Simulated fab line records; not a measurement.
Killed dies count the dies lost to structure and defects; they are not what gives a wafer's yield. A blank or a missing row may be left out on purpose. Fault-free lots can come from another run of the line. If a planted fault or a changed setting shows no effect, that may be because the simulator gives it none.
Which tool is to blame? + flow nand harc + Sampling: 14 lots, 42 wafers, 5 of 1159 route steps

## WHAT EACH GAUGE READ, for each wafer
NHARC_A_START_INSPECT_01.
| lot  | measured     | on                | raw defect count |
|------|--------------|-------------------|------------------|
| L226 | day 6 15:05  | defect inspect-01 | 4 4 3            |
| L227 | day 7 04:14  | defect inspect-02 | 3 5 0            |
| L228 | day 7 04:42  | defect inspect-02 | 3 3 3            |
| L229 | day 7 05:47  | defect inspect-02 | 1 1 2            |
| L231 | day 7 20:46  | defect inspect-01 | 3 8 5            |
| L230 | day 7 21:46  | defect inspect-02 | 3 3 2            |
| L232 | day 7 22:06  | defect inspect-01 | 8 5 2            |
| L234 | day 8 18:05  | defect inspect-02 | 2 3 5            |
| L236 | day 9 05:32  | defect inspect-01 | 1 4 5            |
| L241 | day 10 10:49 | defect inspect-02 | 3 0 2            |
| L244 | day 10 21:39 | defect inspect-02 | 3 4 2            |
| L243 | day 10 22:26 | defect inspect-01 | 6 7 2            |
| L245 | day 11 01:12 | defect inspect-01 | 4 4 7            |
| L249 | day 11 22:34 | defect inspect-02 | 4 3 5            |

NHARC_A_ONON_D1_THK_MEAS_21: measures by ellipsometry.
| lot  | measured     | on            | thk nm (nm)    |
|------|--------------|---------------|----------------|
| L226 | day 8 01:14  | film metro-01 | 1012 1013 1012 |
| L227 | day 8 14:49  | film metro-02 | 994 996 994    |
| L228 | day 8 14:49  | film metro-01 | 999 997 997    |
| L229 | day 8 14:48  | film metro-01 | 993 994 992    |
| L231 | day 9 06:35  | film metro-01 | 1005 1006 1008 |
| L230 | day 9 06:56  | film metro-01 | 1019 1022 1021 |
| L232 | day 9 06:40  | film metro-01 | 988 988 989    |
| L234 | day 10 02:40 | film metro-02 | 983 984 983    |
| L236 | day 10 16:41 | film metro-01 | 993 993 990    |
| L241 | day 11 21:29 | film metro-01 | 984 984 983    |
| L244 | day 12 07:02 | film metro-01 | 999 1000 1001  |
| L243 | day 12 07:02 | film metro-02 | 1008 1008 1007 |
| L245 | day 12 18:50 | film metro-02 | 994 995 994    |
| L249 | day 13 06:08 | film metro-01 | 997 998 1000   |

NHARC_END_SORT_01.
| lot  | measured     | on        | killed at array | killed at other | killed at periphery | killed dies | killed open | killed short |
|------|--------------|-----------|-----------------|-----------------|---------------------|-------------|-------------|--------------|
| L236 | day 22 01:08 | prober-01 | 15 19 18        | 1 0 0           | 1 1 2               | 17 20 20    | 3 2 1       | 2 3 0        |

## WHICH TOOL RAN EACH LOT (tool, then ch and the chambers of the sampled wafers, then the start)
| lot  | NHARC_A_ONON_D1_DEP_25           | NHARC_A_ONON_D1_DEP_33          |
|------|----------------------------------|---------------------------------|
| L226 | pecvd onon-03 ch 0, day 8 01:51  | pecvd-04 ch 0,2, day 8 03:04    |
| L227 | pecvd onon-02 ch 0, day 8 15:37  | pecvd-02 ch 0,1,2, day 8 16:44  |
| L228 | pecvd onon-01 ch 0, day 8 15:28  | pecvd-01 ch 0,2, day 8 16:43    |
| L229 | pecvd onon-03 ch 0, day 8 15:26  | pecvd-04 ch 1,2, day 8 16:34    |
| L231 | pecvd onon-03 ch 0, day 9 07:24  | pecvd-02 ch 1,2, day 9 08:28    |
| L230 | pecvd onon-03 ch 0, day 9 07:45  | pecvd-02 ch 0,1, day 9 08:55    |
| L232 | pecvd onon-02 ch 0, day 9 07:28  | pecvd-01 ch 1,2, day 9 08:37    |
| L234 | pecvd onon-03 ch 0, day 10 03:20 | pecvd-04 ch 0,1,2, day 10 04:31 |
| L236 | pecvd onon-03 ch 0, day 10 17:22 | pecvd-04 ch 0,1, day 10 18:29   |
| L241 | pecvd onon-03 ch 0, day 11 22:10 | pecvd-02 ch 0,2, day 11 23:18   |
| L244 | pecvd onon-02 ch 0, day 12 07:39 | pecvd-01 ch 0,1, day 12 09:08   |
| L243 | pecvd onon-03 ch 0, day 12 07:39 | pecvd-01 ch 0,2, day 12 08:49   |
| L245 | pecvd onon-02 ch 0, day 12 19:32 | pecvd-04 ch 0,1, day 12 20:37   |
| L249 | pecvd onon-01 ch 0, day 13 06:45 | pecvd-01 ch 0,2, day 13 07:57   |
- NHARC_A_ONON_D1_DEP_25: target thk 1000 nm.
- NHARC_A_ONON_D1_DEP_33: deposits SiO2, target thk 200 nm.

## AS READ BY THE TOOLS THEMSELVES (means over the sampled wafers that have a number; for cases with no such wafer, the mark the record gives instead)
NHARC_A_ONON_D1_DEP_25.
| lot  | tool          | sih4 flow sccm (sccm) |
|------|---------------|-----------------------|
| L226 | pecvd onon-03 | 209.2                 |
| L227 | pecvd onon-02 | 209.7                 |
| L228 | pecvd onon-01 | 210.6                 |
| L229 | pecvd onon-03 | 209.6                 |
| L231 | pecvd onon-03 | 209.1                 |
| L230 | pecvd onon-03 | 210.9                 |
| L232 | pecvd onon-02 | 210.4                 |
| L234 | pecvd onon-03 | 209.2                 |
| L236 | pecvd onon-03 | 210.3                 |
| L241 | pecvd onon-03 | 209.8                 |
| L244 | pecvd onon-02 | 251.6                 |
| L243 | pecvd onon-03 | 210.6                 |
| L245 | pecvd onon-02 | 253.3                 |
| L249 | pecvd onon-01 | 209.8                 |

NHARC_A_ONON_D1_DEP_33.
| lot  | tool     | heater power w (W) | throttle valve pct (%) |
|------|----------|--------------------|------------------------|
| L226 | pecvd-04 | 684                | 15.7                   |
| L227 | pecvd-02 | 564                | 16.1                   |
| L228 | pecvd-01 | 609                | 15.5                   |
| L229 | pecvd-04 | 576                | 15.8                   |
| L231 | pecvd-02 | 539                | 15.7                   |
| L230 | pecvd-02 | 634                | 16.5                   |
| L232 | pecvd-01 | 623                | 16.1                   |
| L234 | pecvd-04 | 628                | 15.8                   |
| L236 | pecvd-04 | 634                | 16.4                   |
| L241 | pecvd-02 | 528                | 16.5                   |
| L244 | pecvd-01 | 511                | 14.7                   |
| L243 | pecvd-01 | 607                | 15.1                   |
| L245 | pecvd-04 | 600                | 16.4                   |
| L249 | pecvd-01 | 678                | 15.9                   |

## THE ANSWER, worked out from the rows above alone
Rule: what is usual is taken from the lots themselves. The widest of any qualifying gaps counts: lots, ordered by their means at a reading, are off when they make up no more than a third of the lots, leave a main group of 4 or more, and stand apart from it by 3 or more times the standard deviation of that group's means. A main group whose means are all the same, to the digits that the tables above print for the reading, isn't used. Also off: a lot with no number at a reading for which 4 or more lots have one. Where the step has rows for the other lots, those lots are counted as sound. First the gauges in route order, then the tools' own readings, where a lot's mean is used as printed above. The first step at which some lot is off is used, and at that step the reading that is off furthest; a lot without a number counts as furthest.
Off, at NHARC_A_ONON_D1_DEP_25 on sih4 flow sccm: L244, L245. Main group: mean 209.9 sccm, sd 0.59.
A tool fits if, at that step or a process step before it, it ran every lot that is off, and no sound lot after the first of them. One fits: pecvd onon-02 at NHARC_A_ONON_D1_DEP_25. A fault onset in the window from L232 (day 9 07:28, its last sound lot) to L244 (day 12 07:39, its first lot off) fits.
On the lots that are off, the tool's own readings at NHARC_A_ONON_D1_DEP_25 differ by more than 5 times the standard deviation of the sound lots' means, which bears it out; sih4 flow sccm reads 252.4 sccm there versus 209.9 sccm on the sound lots.

## WHAT HAD BEEN PUT IN BY THE SIMULATOR
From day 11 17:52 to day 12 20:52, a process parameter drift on pecvd onon-02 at NHARC_A_ONON_D1_DEP_25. A move of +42 in setting sih4 flow sccm, from 210. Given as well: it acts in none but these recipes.
Struck lots among those shown: L244, L245. The rule above reached the same finding.
